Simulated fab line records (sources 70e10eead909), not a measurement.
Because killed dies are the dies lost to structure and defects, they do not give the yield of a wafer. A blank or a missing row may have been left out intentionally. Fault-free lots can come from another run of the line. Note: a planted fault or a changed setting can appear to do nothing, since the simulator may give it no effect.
fab line records	flow nand_harc
[record] lots = 24	wafers = 72	last_day = 24
route steps=1159 shown P_M1@302 P_M2@335 A_START@389
lots untouched by any fault: they come from a run of this same line in which no faults occurred
start_h: hours from the record's opening day to when the first of the lot's shown wafers began	wait_h: hours elapsed since this lot's preceding step	" the same as in the row above	L1.1+2: a row that stands for several wafers	- no value, or no start given	* or withheld: withheld	< > ~ a bound
route shown NAME@n: names a module that has steps shown in the file, with the first one's number in the route	usual: mean/standard deviation taken from wafers without a fault	same: alike in all rows	chamber/n: place in a boat	sites: the reading at each site	_std_site: the values' standard deviation	_edge_site: mean of outer sites minus mean of inner sites	radius_mm: for every site, how far away it sits from the centre of the wafer	mask NAME#n: copy n	behind: the last tool/chamber to shape the wafer	hold: the reason the lot was held/the length of the hold in hours/how it ended	device: which transistor (n, p or np) failed to switch	end of line: at the end of the route, the tests of the same wafers	for a step that has no rows: nothing shown but its recipe	killed: dies that structure and defects cost at the first sort, which is not the same as the wafer's yield	map: per-die view of a wafer (x killed, . not killed, _ where there is no die)
set.NAME: setting as actually run; set.NAME@STEP: the setting as run at that earlier step	model.NAME: the simulator's own value behind a step, which no gauge read
one table for each step of the route and one row for each wafer, over a sample of lots
services: when a tool's chamber went out of use (start_h, in hours from the record's first day, below 0 if earlier), for how many hours, and the reason
[[steps]]
[step NHARC_P_M1_STRIP_18]
[recipe] power_w = 1000	n2_flow_sccm = 150	h2_flow_sccm = 150	ar_flow_sccm = 0	bias_w = 0	chemistry = N2/H2
[usual] drypump_motor_current_A = 5.5/0.37	oes_product_au = 0.999/0.01	rf_vpp_V = 90.7/1	showerhead_plenum_p_Torr = 2.05/0.087	throttle_valve_pct = 14.171/0.0098
lot.wafer	tool	chamber	start_h	wait_h	drypump_motor_current_A	oes_product_au	rf_hours_counter_h	rf_vpp_V	showerhead_plenum_p_Torr	throttle_valve_pct
L074.1	rie_diel-06	1	115.59	0.1	6.0	0.994	2	89.2	1.90	14.180
L074.4	"	3	"	"	5.0	0.997	3	89.8	1.91	14.173
L074.6	"	0	"	"	5.9	1.005	-	91.3	2.14	14.180
L075.4	rie_diel-05	0	116.96	0.1	5.2	1.008	8	92.0	2.14	14.180
L075.3	"	2	"	"	5.5	1.004	6	90.2	2.06	14.172
L075.6	"	0	"	"	5.2	1.001	-	91.4	2.14	14.168
L076.3	rie_diel-10	3	138.78	0.1	5.4	0.998	3	92.6	2.14	14.183
L076.6	"	2	"	"	6.2	0.995	-	91.7	2.02	14.178
L076.5	"	3	"	"	5.4	0.992	-	92.8	2.14	14.176
L077.1	rie_diel-06	3	139.03	0.1	5.0	1.005	5	90.6	1.91	14.157
L077.4	"	1	"	"	6.0	0.996	4	87.9	1.89	14.174
L077.3	"	2	"	"	5.7	1.005	5	90.3	1.95	14.177
L079.1	rie_diel-10	1	153.35	0.1	4.9	0.994	4	92.3	2.18	14.171
L079.5	"	0	"	"	5.2	0.993	-	90.6	2.07	14.184
L079.6	"	1	"	"	4.9	1.004	-	91.5	2.18	14.165
L078.4	rie_diel-10	1	153.84	0.1	4.9	0.993	4	91.6	2.18	14.172
L078.5	"	0	"	"	5.2	0.989	-	91.0	2.07	14.168
L078.6	"	1	"	"	4.9	0.997	-	91.7	2.18	14.174
L080.3	rie_diel-06	1	159.37	0.1	6.0	0.995	6	89.9	1.89	14.179
L080.4	"	2	"	"	5.6	0.997	7	88.5	1.94	14.172
L080.2	"	3	"	"	5.0	1.010	7	88.4	1.90	14.166
L081.1	rie_diel-06	2	168.12	0.1	5.7	1.001	7	90.2	1.94	14.177
L081.5	"	3	"	"	5.0	1.014	-	89.1	1.90	14.175
L081.6	"	0	"	"	5.9	0.994	-	91.1	2.13	14.175
L082.1	rie_diel-06	1	169.07	0.1	6.0	0.994	6	90.2	1.89	14.164
L082.4	"	2	"	"	5.7	1.002	7	90.0	1.94	14.183
L082.5	"	1	"	"	6.0	0.998	-	90.8	1.89	14.158
L083.3	rie_diel-10	2	175.77	0.1	6.2	0.999	4	90.0	2.02	14.185
L083.1	"	3	"	"	5.4	0.992	4	90.8	2.13	14.180
L083.5	"	0	"	"	5.2	0.989	-	90.1	2.07	14.171
L084.4	rie_diel-05	2	175.90	0.1	5.5	1.012	0	88.4	2.06	14.191
L084.2	"	3	"	"	5.4	0.998	0	91.8	2.05	14.178
L084.3	"	0	"	"	5.2	1.003	0	91.0	2.14	14.175
L087.4	rie_diel-05	3	202.32	0.1	5.4	1.002	1	91.1	2.05	14.180
L087.1	"	1	"	"	5.6	1.009	1	90.8	2.02	14.174
L087.2	"	2	"	"	5.5	1.014	1	89.2	2.06	14.173
L086.2	rie_diel-10	3	202.67	0.1	5.4	0.998	0	90.6	2.13	14.180
L086.5	"	1	"	"	4.9	1.001	-	92.9	2.18	14.168
L086.6	"	2	"	"	6.2	1.009	-	90.5	2.02	14.165
L085.3	rie_diel-05	0	202.91	0.1	5.2	0.994	1	89.8	2.14	14.179
L085.2	"	2	"	"	5.5	1.015	1	91.7	2.06	14.165
L085.5	"	0	"	"	5.2	1.004	-	91.3	2.14	14.161
L088.1	rie_diel-10	1	206.59	0.1	4.9	0.985	0	91.1	2.18	14.153
L088.2	"	2	"	"	6.2	1.003	0	91.7	2.02	14.175
L088.4	"	3	"	"	5.4	0.993	0	90.2	2.13	14.156
L089.2	rie_diel-06	3	213.40	0.1	5.0	1.002	11	89.7	1.90	14.172
L089.4	"	0	"	"	5.9	0.993	11	91.5	2.13	14.174
L089.5	"	1	"	"	6.0	1.005	-	89.1	1.89	14.145
L091.3	rie_diel-05	3	221.21	0.1	5.4	1.017	3	90.2	2.04	14.148
L091.6	"	0	"	"	5.2	1.022	-	91.5	2.14	14.157
L091.5	"	1	"	"	5.6	1.002	-	92.1	2.02	14.176
L090.1	rie_diel-05	2	225.19	0.1	5.5	1.004	3	90.0	2.06	14.160
L090.3	"	0	"	"	5.2	1.012	3	92.0	2.14	14.178
L090.5	"	2	"	"	5.5	1.011	-	90.1	2.06	14.165
L092.4	rie_diel-06	3	227.06	0.1	5.1	0.988	12	90.2	1.90	14.176
L092.3	"	0	"	"	5.9	0.987	11	91.6	2.13	14.184
L092.1	"	1	"	"	6.0	1.000	11	89.9	1.89	14.180
L093.4	rie_diel-10	2	234.84	0.1	6.2	0.992	1	91.9	2.02	14.176
L093.1	"	3	"	"	5.4	0.991	1	91.1	2.13	14.168
L093.6	"	3	"	"	5.4	0.989	-	92.9	2.13	14.180
L094.2	rie_diel-05	2	244.35	0.1	5.5	1.004	4	89.9	2.06	14.159
L094.1	"	3	"	"	5.4	1.006	4	90.4	2.04	14.165
L094.5	"	2	"	"	5.5	1.005	-	92.2	2.06	14.170
L096.1	rie_diel-05	0	245.03	0.1	5.2	1.015	4	90.5	2.14	14.168
L096.4	"	1	"	"	5.6	0.996	4	90.6	2.02	14.177
L096.6	"	2	"	"	5.5	0.997	-	91.3	2.06	14.173
L095.3	rie_diel-05	0	245.58	0.1	5.2	1.007	4	91.6	2.14	14.168
L095.6	"	2	"	"	5.5	1.014	-	90.8	2.06	14.169
L095.5	"	3	"	"	5.4	1.012	-	91.5	2.04	14.174
L097.4	rie_diel-05	2	257.16	0.1	5.5	1.017	5	90.5	2.06	14.166
L097.3	"	3	"	"	5.4	1.028	5	90.6	2.04	14.158
L097.5	"	2	"	"	5.5	0.998	-	90.0	2.06	14.152
[step NHARC_P_M1_ETCH_28]
[recipe] target_depth_a = 300	over_etch_frac = 0.3	time_s = 72.99	ion_energy_ev = 150	cf4_flow_sccm = 50	n2_flow_sccm = 100	ar_flow_sccm = 150	rf_w = 300	bias_w = 100	chemistry = CF4/N2
[usual] drypump_motor_current_A = 5.5/0.37	oes_product_au = 1.000/0.012	rf_vpp_V = 314.4/1.9	showerhead_plenum_p_Torr = 2.64/0.1	throttle_valve_pct = 19.795/0.0089
lot.wafer	tool	chamber	start_h	wait_h	drypump_motor_current_A	oes_product_au	rf_hours_counter_h	rf_vpp_V	showerhead_plenum_p_Torr	throttle_valve_pct
L074.1	rie_diel-06	1	-	-	6.0	0.986	2	310.5	2.45	19.805
L074.4	"	2	"	"	5.7	0.994	3	312.2	2.51	19.796
L074.6	"	0	"	"	5.9	0.987	-	315.7	2.74	19.783
L075.4	rie_diel-05	1	-	-	5.6	0.989	7	313.6	2.61	19.800
L075.3	"	2	"	"	5.5	1.004	6	315.0	2.65	19.808
L075.6	"	3	"	"	5.4	0.997	-	314.7	2.63	19.782
L076.3	rie_diel-10	0	-	-	5.2	0.990	3	315.0	2.66	19.791
L076.6	"	2	"	"	6.2	0.998	-	313.1	2.61	19.792
L076.5	"	3	"	"	5.4	1.007	-	315.6	2.74	19.800
L077.1	rie_diel-06	1	-	-	6.0	1.000	4	311.0	2.45	19.788
L077.4	"	2	"	"	5.7	1.004	5	312.0	2.51	19.804
L077.3	"	3	"	"	5.0	0.999	5	311.5	2.47	19.781
L079.1	rie_diel-10	0	-	-	5.2	0.992	3	315.0	2.66	19.800
L079.6	"	2	"	"	6.2	0.998	-	313.5	2.61	19.786
L079.5	"	3	"	"	5.4	0.995	-	315.5	2.74	19.797
L078.4	rie_diel-10	2	-	-	6.2	0.996	4	314.1	2.61	19.801
L078.6	"	2	"	"	6.2	0.992	-	314.3	2.61	19.806
L078.5	"	3	"	"	5.4	1.000	-	316.5	2.74	19.787
L080.2	rie_diel-06	3	-	-	5.0	0.999	7	311.0	2.47	19.813
L080.3	"	0	"	"	5.9	0.983	6	316.9	2.74	19.814
L080.4	"	1	"	"	6.0	0.991	6	310.1	2.45	19.789
L081.1	rie_diel-06	0	-	-	5.9	0.977	7	316.0	2.74	19.799
L081.6	"	0	"	"	5.9	0.985	-	314.6	2.74	19.802
L081.5	"	1	"	"	6.0	0.983	-	311.3	2.45	19.803
L082.1	rie_diel-06	3	-	-	5.0	0.984	8	309.9	2.47	19.806
L082.4	"	0	"	"	5.9	0.979	7	315.9	2.74	19.792
L082.5	"	2	"	"	5.6	0.987	-	313.0	2.51	19.793
L083.3	rie_diel-10	2	-	-	6.2	0.998	4	312.9	2.61	19.779
L083.1	"	0	"	"	5.2	0.987	4	317.0	2.66	19.800
L083.5	"	1	"	"	4.9	0.981	-	317.2	2.79	19.797
L084.2	rie_diel-05	0	-	-	5.2	1.011	0	316.0	2.75	19.802
L084.3	"	1	"	"	5.6	1.006	0	314.0	2.61	19.812
L084.4	"	3	"	"	5.4	1.004	0	313.2	2.63	19.789
L087.2	rie_diel-05	2	-	-	5.5	1.012	1	314.4	2.65	19.787
L087.1	"	3	"	"	5.4	1.018	1	314.0	2.63	19.786
L087.4	"	0	"	"	5.2	1.010	1	316.6	2.75	19.801
L086.2	rie_diel-10	3	-	-	5.4	0.994	0	317.1	2.74	19.780
L086.5	"	0	"	"	5.2	0.977	-	315.3	2.66	19.810
L086.6	"	1	"	"	4.9	0.995	-	316.8	2.79	19.794
L085.2	rie_diel-05	2	-	-	5.5	1.015	1	313.7	2.65	19.810
L085.3	"	3	"	"	5.4	1.008	1	312.7	2.63	19.791
L085.5	"	0	"	"	5.2	0.996	-	315.2	2.75	19.794
L088.2	rie_diel-10	3	-	-	5.4	0.987	0	314.2	2.74	19.797
L088.1	"	0	"	"	5.2	0.981	0	315.6	2.66	19.794
L088.4	"	1	"	"	4.8	0.993	1	315.9	2.79	19.789
L089.2	rie_diel-06	2	-	-	5.7	0.999	12	311.7	2.51	19.802
L089.4	"	3	"	"	5.0	1.007	11	311.2	2.46	19.799
L089.5	"	2	"	"	5.6	0.997	-	311.8	2.51	19.783
L091.3	rie_diel-05	0	-	-	5.2	1.008	3	317.3	2.75	19.788
L091.6	"	3	"	"	5.4	1.012	-	314.6	2.63	19.798
L091.5	"	0	"	"	5.2	1.005	-	315.7	2.75	19.790
L090.3	rie_diel-05	3	-	-	5.4	1.006	3	313.8	2.63	19.798
L090.1	"	1	"	"	5.6	0.994	3	312.0	2.60	19.785
L090.5	"	3	"	"	5.4	1.015	-	314.4	2.63	19.798
L092.1	rie_diel-06	0	-	-	5.9	0.980	12	314.7	2.74	19.812
L092.3	"	1	"	"	6.0	1.000	11	312.4	2.45	19.799
L092.4	"	3	"	"	5.0	1.004	12	312.1	2.46	19.787
L093.4	rie_diel-10	0	-	-	5.2	0.983	1	314.8	2.66	19.785
L093.1	"	2	"	"	6.2	0.998	1	314.3	2.60	19.808
L093.6	"	1	"	"	4.9	0.986	-	316.2	2.79	19.800
L094.2	rie_diel-05	0	-	-	5.2	1.005	4	316.5	2.75	19.790
L094.1	"	3	"	"	5.4	1.015	4	315.3	2.63	19.802
L094.5	"	1	"	"	5.6	1.005	-	313.1	2.60	19.786
L096.4	rie_diel-05	2	-	-	5.5	1.020	4	313.7	2.65	19.800
L096.1	"	3	"	"	5.4	1.021	4	314.0	2.63	19.795
L096.6	"	0	"	"	5.2	1.025	-	316.9	2.75	19.794
L095.3	rie_diel-05	1	-	-	5.6	1.007	4	312.9	2.60	19.782
L095.5	"	2	"	"	5.5	1.006	-	314.6	2.65	19.786
L095.6	"	3	"	"	5.4	1.020	-	315.3	2.63	19.794
L097.4	rie_diel-05	2	-	-	5.5	1.014	5	315.4	2.64	19.797
L097.3	"	3	"	"	5.4	1.022	5	314.9	2.63	19.788
L097.5	"	0	"	"	5.2	1.009	-	315.8	2.75	19.801
[step NHARC_P_M1_DEGAS_29]
[recipe] temp_c = 250	time_s = 60
[usual] heater_power_w = 329/26
lot.wafer	tool	chamber	start_h	wait_h	heater_power_w
L074.1	pvd_sputter-03	-	116.20	-	330
L074.4	"	-	"	"	313
L074.6	"	-	"	"	329
L075.3	pvd_sputter-02	-	117.61	-	316
L075.4	"	-	"	"	320
L075.6	"	-	"	"	311
L076.3	pvd_sputter-01	-	139.42	-	367
L076.6	"	-	"	"	319
L076.5	"	-	"	"	283
L077.3	pvd_sputter-02	-	139.66	-	334
L077.4	"	-	"	"	316
L077.1	"	-	"	"	318
L079.1	pvd_sputter-02	-	153.97	-	317
L079.6	"	-	"	"	309
L079.5	"	-	"	"	318
L078.4	pvd_sputter-01	-	154.48	-	324
L078.6	"	-	"	"	282
L078.5	"	-	"	"	395
L080.3	pvd_sputter-02	-	160.00	-	330
L080.2	"	-	"	"	312
L080.4	"	-	"	"	335
L081.1	pvd_sputter-02	-	168.70	-	323
L081.5	"	-	"	"	311
L081.6	"	-	"	"	329
L082.4	pvd_sputter-03	-	169.71	-	328
L082.1	"	-	"	"	324
L082.5	"	-	"	"	340
L083.1	pvd_sputter-01	-	176.36	-	349
L083.3	"	-	"	"	335
L083.5	"	-	"	"	362
L084.4	pvd_sputter-03	-	176.51	-	318
L084.2	"	-	"	"	325
L084.3	"	-	"	"	319
L087.4	pvd_sputter-03	-	202.96	-	317
L087.2	"	-	"	"	332
L087.1	"	-	"	"	337
L086.2	pvd_sputter-02	-	203.28	-	327
L086.6	"	-	"	"	333
L086.5	"	-	"	"	311
L085.2	pvd_sputter-01	-	203.53	-	380
L085.3	"	-	"	"	357
L085.5	"	-	"	"	285
L088.1	pvd_sputter-03	-	207.23	-	326
L088.2	"	-	"	"	324
L088.4	"	-	"	"	319
L089.4	pvd_sputter-02	-	213.98	-	320
L089.2	"	-	"	"	315
L089.5	"	-	"	"	313
L091.3	pvd_sputter-03	-	222.20	-	344
L091.6	"	-	"	"	332
L091.5	"	-	"	"	324
L090.3	pvd_sputter-03	-	225.85	-	327
L090.1	"	-	"	"	322
L090.5	"	-	"	"	319
L092.3	pvd_sputter-01	-	227.70	-	389
L092.4	"	-	"	"	350
L092.1	"	-	"	"	331
L093.4	pvd_sputter-01	-	235.49	-	326
L093.1	"	-	"	"	282
L093.6	"	-	"	"	286
L094.1	pvd_sputter-02	-	244.98	-	308
L094.2	"	-	"	"	296
L094.5	"	-	"	"	315
L096.4	pvd_sputter-03	-	245.64	-	319
L096.1	"	-	"	"	336
L096.6	"	-	"	"	320
L095.3	pvd_sputter-01	-	246.16	-	398
L095.6	"	-	"	"	389
L095.5	"	-	"	"	366
L097.3	pvd_sputter-01	-	257.80	-	353
L097.4	"	-	"	"	335
L097.5	"	-	"	"	330
[step NHARC_P_M1_PVD_21]
[recipe] target_thk_a = 300	chamber_pressure_pa = 5	power_w = 5000	substrate_temp_c = 30	time_s = 20.49	material = Cu
[usual] cathode_dc_power_W = 4999.9/0.91	throttle_valve_pct = 29.6/0.79
lot.wafer	tool	chamber	start_h	wait_h	cathode_dc_power_W	throttle_valve_pct
L074.1	pvd_sputter-03	-	-	-	5001.2	29.4
L074.4	"	-	"	"	4998.7	29.7
L074.6	"	-	"	"	5000.0	30.3
L075.4	pvd_sputter-02	-	-	-	4999.5	29.2
L075.3	"	-	"	"	4999.4	29.3
L075.6	"	-	"	"	4999.1	29.4
L076.3	pvd_sputter-01	-	-	-	5000.0	29.9
L076.6	"	-	"	"	4998.9	29.2
L076.5	"	-	"	"	5000.7	30.2
L077.1	pvd_sputter-02	-	-	-	5001.0	27.8
L077.4	"	-	"	"	5000.7	29.6
L077.3	"	-	"	"	4998.9	29.4
L079.1	pvd_sputter-02	-	-	-	4999.9	29.7
L079.5	"	-	"	"	5000.7	29.6
L079.6	"	-	"	"	4999.0	29.6
L078.4	pvd_sputter-01	-	-	-	4999.9	29.2
L078.6	"	-	"	"	5000.2	29.6
L078.5	"	-	"	"	4999.3	28.7
L080.3	pvd_sputter-02	-	-	-	4998.9	27.8
L080.2	"	-	"	"	4999.4	29.8
L080.4	"	-	"	"	4999.9	29.4
L081.1	pvd_sputter-02	-	-	-	4998.4	27.7
L081.5	"	-	"	"	4999.5	27.6
L081.6	"	-	"	"	5000.5	29.7
L082.1	pvd_sputter-03	-	-	-	4999.9	29.5
L082.4	"	-	"	"	5001.4	30.6
L082.5	"	-	"	"	4999.7	29.3
L083.3	pvd_sputter-01	-	-	-	4998.7	29.2
L083.1	"	-	"	"	5000.4	30.9
L083.5	"	-	"	"	4997.7	29.3
L084.2	pvd_sputter-03	-	-	-	5001.0	30.4
L084.4	"	-	"	"	4999.0	30.6
L084.3	"	-	"	"	4999.2	29.7
L087.1	pvd_sputter-03	-	-	-	5001.2	29.8
L087.2	"	-	"	"	4999.9	30.3
L087.4	"	-	"	"	4999.8	29.3
L086.2	pvd_sputter-02	-	-	-	4999.8	29.9
L086.6	"	-	"	"	4999.8	29.2
L086.5	"	-	"	"	5001.1	29.3
L085.2	pvd_sputter-01	-	-	-	5000.0	29.2
L085.3	"	-	"	"	4999.3	29.3
L085.5	"	-	"	"	4998.9	29.5
L088.2	pvd_sputter-03	-	-	-	4999.0	29.6
L088.1	"	-	"	"	4999.1	30.8
L088.4	"	-	"	"	4998.9	29.4
L089.2	pvd_sputter-01	-	214.25	-	5001.0	28.9
L089.4	"	-	"	"	5000.2	31.1
L089.5	"	-	"	"	4999.6	29.0
L091.3	pvd_sputter-03	-	-	-	4999.7	30.1
L091.6	"	-	"	"	5001.5	30.5
L091.5	"	-	"	"	5001.7	30.5
L090.3	pvd_sputter-03	-	-	-	5000.1	30.5
L090.1	"	-	"	"	4999.7	29.8
L090.5	"	-	"	"	5000.1	30.9
L092.1	pvd_sputter-01	-	-	-	4999.3	29.1
L092.3	"	-	"	"	5000.3	29.3
L092.4	"	-	"	"	4999.9	30.5
L093.4	pvd_sputter-01	-	-	-	5000.5	29.3
L093.1	"	-	"	"	5000.4	29.5
L093.6	"	-	"	"	4999.4	29.5
L094.2	pvd_sputter-02	-	-	-	4999.4	29.9
L094.1	"	-	"	"	5000.9	28.7
L094.5	"	-	"	"	4999.8	29.1
L096.1	pvd_sputter-03	-	-	-	4999.6	30.5
L096.4	"	-	"	"	4999.8	29.4
L096.6	"	-	"	"	4997.9	29.5
L095.3	pvd_sputter-01	-	-	-	4999.9	29.3
L095.5	"	-	"	"	5001.4	31.1
L095.6	"	-	"	"	4999.5	29.2
L097.3	pvd_sputter-01	-	-	-	4998.6	30.6
L097.4	"	-	"	"	5001.7	29.4
L097.5	"	-	"	"	4999.7	28.9
[step NHARC_P_M2_STRIP_18]
[recipe] power_w = 1000	n2_flow_sccm = 150	h2_flow_sccm = 150	ar_flow_sccm = 0	bias_w = 0	chemistry = N2/H2
[usual] drypump_motor_current_A = 5.6/0.37	oes_product_au = 0.999/0.0095	rf_vpp_V = 90.8/1.1	showerhead_plenum_p_Torr = 2.05/0.11	throttle_valve_pct = 14.172/0.009
lot.wafer	tool	chamber	start_h	wait_h	drypump_motor_current_A	oes_product_au	rf_hours_counter_h	rf_vpp_V	showerhead_plenum_p_Torr	throttle_valve_pct
L074.1	rie_diel-01	0	119.96	0.1	5.5	1.014	58	92.2	2.06	14.162
L074.4	"	1	"	"	5.6	0.997	54	90.9	1.88	14.168
L074.6	"	3	"	"	5.0	1.001	-	92.4	2.13	14.171
L075.3	rie_diel-04	2	120.99	0.1	5.7	1.012	0	91.4	2.19	14.186
L075.4	"	1	"	"	6.2	1.016	0	89.8	1.90	14.174
L075.6	"	3	"	"	5.4	1.013	-	90.6	2.03	14.176
L076.3	rie_diel-04	3	143.07	0.1	5.3	1.000	1	89.2	2.03	14.185
L076.5	"	1	"	"	6.2	1.004	-	90.3	1.90	14.173
L076.6	"	2	"	"	5.7	1.013	-	92.2	2.19	14.167
L077.3	rie_diel-11	1	143.13	0.1	5.0	0.984	19	92.5	2.12	14.180
L077.1	"	2	"	"	5.9	1.005	21	92.1	2.16	14.160
L077.4	"	0	"	"	5.6	0.997	21	88.3	1.89	14.171
L079.1	rie_diel-04	1	157.51	0.1	6.2	0.994	1	90.4	1.90	14.173
L079.6	"	0	"	"	5.1	1.000	-	92.2	2.12	14.162
L079.5	"	1	"	"	6.2	0.992	-	88.9	1.90	14.172
L078.4	rie_diel-11	1	158.25	0.1	5.0	1.005	22	91.3	2.12	14.166
L078.5	"	0	"	"	5.6	0.996	-	91.8	1.89	14.167
L078.6	"	1	"	"	5.0	1.008	-	93.9	2.12	14.171
L080.3	rie_diel-04	2	163.85	0.1	5.7	0.995	2	90.9	2.19	14.190
L080.2	"	0	"	"	5.1	1.005	2	91.3	2.12	14.182
L080.4	"	1	"	"	6.1	1.002	1	89.3	1.90	14.174
L081.1	rie_diel-11	2	172.13	0.1	5.9	0.998	27	90.8	2.16	14.193
L081.6	"	2	"	"	5.8	1.002	-	92.9	2.16	14.167
L081.5	"	3	"	"	5.7	0.990	-	91.3	2.00	14.173
L082.1	rie_diel-11	1	173.29	0.1	5.0	1.013	25	92.1	2.12	14.175
L082.4	"	3	"	"	5.7	0.985	27	89.8	2.00	14.182
L082.5	"	0	"	"	5.6	0.992	-	90.4	1.89	14.157
L083.1	rie_diel-04	1	179.89	0.1	6.2	0.993	2	89.7	1.90	14.173
L083.3	"	3	"	"	5.3	0.997	2	90.3	2.03	14.154
L083.5	"	2	"	"	5.7	0.999	-	91.3	2.19	14.172
L084.4	rie_diel-01	3	180.21	0.1	5.0	0.986	9	92.5	2.13	14.167
L084.2	"	0	"	"	5.5	1.008	13	91.2	2.06	14.177
L084.3	"	1	"	"	5.7	0.998	13	93.4	2.21	14.174
L087.4	rie_diel-04	1	206.65	0.1	6.1	0.990	2	91.1	1.90	14.183
L087.2	"	3	"	"	5.3	0.982	3	91.0	2.03	14.183
L087.1	"	0	"	"	5.2	1.009	2	90.3	2.12	14.179
L086.2	rie_diel-04	3	207.33	0.1	5.3	0.999	3	89.3	2.03	14.165
L086.5	"	1	"	"	6.2	1.012	-	90.4	1.90	14.170
L086.6	"	2	"	"	5.7	1.003	-	90.6	2.19	14.178
L085.3	rie_diel-11	1	207.65	0.1	5.0	1.008	1	91.5	2.12	14.176
L085.2	"	2	"	"	5.8	0.985	1	92.2	2.16	14.175
L085.5	"	3	"	"	5.7	0.991	-	91.6	1.99	14.173
L088.2	rie_diel-04	1	210.79	0.1	6.2	1.001	3	89.5	1.90	14.158
L088.1	"	3	"	"	5.3	0.991	3	91.6	2.03	14.192
L088.4	"	0	"	"	5.1	1.019	3	90.7	2.12	14.161
L089.2	rie_diel-04	3	217.63	0.1	5.3	0.998	4	90.6	2.03	14.182
L089.4	"	0	"	"	5.1	1.009	3	90.0	2.12	14.179
L089.5	"	0	"	"	5.1	1.004	-	92.1	2.12	14.179
L091.3	rie_diel-11	0	225.73	0.1	5.6	0.994	3	89.1	1.89	14.163
L091.5	"	2	"	"	5.8	0.988	-	91.6	2.15	14.149
L091.6	"	3	"	"	5.7	0.975	-	90.5	1.99	14.167
L090.1	rie_diel-11	1	229.40	0.1	5.1	1.016	4	91.7	2.12	14.156
L090.3	"	2	"	"	5.8	1.005	3	90.3	2.15	14.184
L090.5	"	1	"	"	5.1	1.018	-	90.2	2.12	14.187
L092.1	rie_diel-04	1	231.15	0.1	6.1	0.993	4	89.0	1.90	14.168
L092.3	"	0	"	"	5.1	1.003	4	92.5	2.12	14.175
L092.4	"	1	"	"	6.1	0.997	-	89.6	1.90	14.170
L093.4	rie_diel-11	1	239.06	0.1	5.1	1.009	7	90.8	2.12	14.166
L093.1	"	2	"	"	5.9	0.989	5	91.8	2.15	14.165
L093.6	"	3	"	"	5.7	0.982	-	91.4	1.99	14.184
L094.1	rie_diel-11	3	248.41	0.1	5.7	0.980	6	90.6	1.99	14.182
L094.2	"	0	"	"	5.6	0.994	7	91.2	1.88	14.184
L094.5	"	1	"	"	5.0	1.008	-	92.5	2.12	14.184
L096.4	rie_diel-04	1	249.17	0.1	6.2	1.004	5	89.9	1.90	14.173
L096.1	"	3	"	"	5.3	0.985	5	91.6	2.03	14.172
L096.6	"	1	"	"	6.1	1.000	-	88.9	1.90	14.164
L095.3	rie_diel-04	2	249.77	0.1	5.7	1.004	4	91.9	2.19	14.159
L095.6	"	0	"	"	5.1	1.005	-	91.3	2.12	14.171
L095.5	"	1	"	"	6.1	0.993	-	90.2	1.90	14.171
L097.4	rie_diel-04	2	261.27	0.1	5.7	1.000	5	90.9	2.19	14.167
L097.3	"	3	"	"	5.3	0.991	5	89.8	2.03	14.162
L097.5	"	3	"	"	5.3	0.989	-	90.5	2.03	14.184
[step NHARC_A_START_INSPECT_01]
[usual] raw_defect_count = 3.5/1.7
lot.wafer	tool	chamber	start_h	wait_h	raw_defect_count
L074.1	defect_inspect-02	-	127.45	-	5
L074.4	"	-	"	"	2
L074.6	"	-	"	"	4
L075.3	defect_inspect-01	-	128.24	-	3
L075.4	"	-	"	"	7
L075.6	"	-	"	"	4
L076.3	defect_inspect-01	-	150.28	-	6
L076.5	"	-	"	"	3
L076.6	"	-	"	"	1
L077.1	defect_inspect-02	-	150.59	-	3
L077.3	"	-	"	"	6
L077.4	"	-	"	"	5
L079.1	defect_inspect-01	-	165.17	-	3
L079.5	"	-	"	"	1
L079.6	"	-	"	"	4
L078.4	defect_inspect-02	-	165.93	-	7
L078.5	"	-	"	"	8
L078.6	"	-	"	"	3
L080.2	defect_inspect-01	-	171.43	-	2
L080.3	"	-	"	"	4
L080.4	"	-	"	"	2
L081.1	defect_inspect-02	-	179.41	-	4
L081.5	"	-	"	"	4
L081.6	"	-	"	"	3
L082.1	defect_inspect-01	-	180.52	-	6
L082.4	"	-	"	"	3
L082.5	"	-	"	"	2
L083.1	defect_inspect-02	-	187.26	-	7
L083.3	"	-	"	"	2
L083.5	"	-	"	"	7
L084.2	defect_inspect-01	-	187.61	-	8
L084.3	"	-	"	"	2
L084.4	"	-	"	"	4
L087.1	defect_inspect-02	-	214.06	-	4
L087.2	"	-	"	"	2
L087.4	"	-	"	"	3
L086.2	defect_inspect-02	-	214.62	-	0
L086.5	"	-	"	"	3
L086.6	"	-	"	"	3
L085.2	defect_inspect-01	-	214.97	-	4
L085.3	"	-	"	"	3
L085.5	"	-	"	"	2
L088.1	defect_inspect-02	-	218.06	-	5
L088.2	"	-	"	"	2
L088.4	"	-	"	"	3
L089.2	defect_inspect-01	-	224.79	-	1
L089.4	"	-	"	"	6
L089.5	"	-	"	"	4
L091.3	defect_inspect-02	-	233.38	-	8
L091.5	"	-	"	"	6
L091.6	"	-	"	"	3
L090.1	defect_inspect-02	-	236.69	-	6
L090.3	"	-	"	"	7
L090.5	"	-	"	"	4
L092.1	defect_inspect-01	-	238.36	-	3
L092.3	"	-	"	"	4
L092.4	"	-	"	"	3
L093.1	defect_inspect-01	-	246.10	-	2
L093.4	"	-	"	"	2
L093.6	"	-	"	"	2
L094.1	defect_inspect-02	-	255.61	-	2
L094.2	"	-	"	"	4
L094.5	"	-	"	"	3
L096.1	defect_inspect-02	-	256.47	-	4
L096.4	"	-	"	"	3
L096.6	"	-	"	"	2
L095.3	defect_inspect-02	-	257.58	-	3
L095.5	"	-	"	"	4
L095.6	"	-	"	"	2
L097.3	defect_inspect-02	-	268.41	-	5
L097.4	"	-	"	"	1
L097.5	"	-	"	"	3
[[services]]
tool	chamber	start_h	hours	kind
pvd_sputter-03	-	102.00	10.0	pm
rie_diel-10	-	110.44	0.8	repair
rie_diel-04	-	111.90	9.0	pm
pvd_sputter-01	-	114.08	3.8	repair
pvd_sputter-02	-	116.01	0.9	repair
rie_diel-05	-	116.59	0.3	repair
rie_diel-05	1	124.83	1.4	repair
rie_diel-05	1	130.40	16.2	repair
rie_diel-06	-	142.00	0.7	repair
pvd_sputter-01	-	158.02	10.0	pm
rie_diel-11	2	161.62	1.9	repair
rie_diel-05	-	163.74	9.0	pm
rie_diel-10	-	176.50	9.0	pm
rie_diel-04	-	186.45	3.6	repair
rie_diel-11	-	190.06	9.0	pm
rie_diel-06	3	197.03	5.0	repair
pvd_sputter-01	-	214.32	2.1	repair
rie_diel-10	-	219.34	0.7	repair
rie_diel-04	2	219.62	17.1	repair
rie_diel-11	3	226.09	2.5	repair
rie_diel-11	2	226.40	2.0	repair
rie_diel-11	0	229.34	2.6	repair
pvd_sputter-02	-	236.27	5.2	repair
rie_diel-06	-	241.20	9.0	pm
[[key]]
fault none
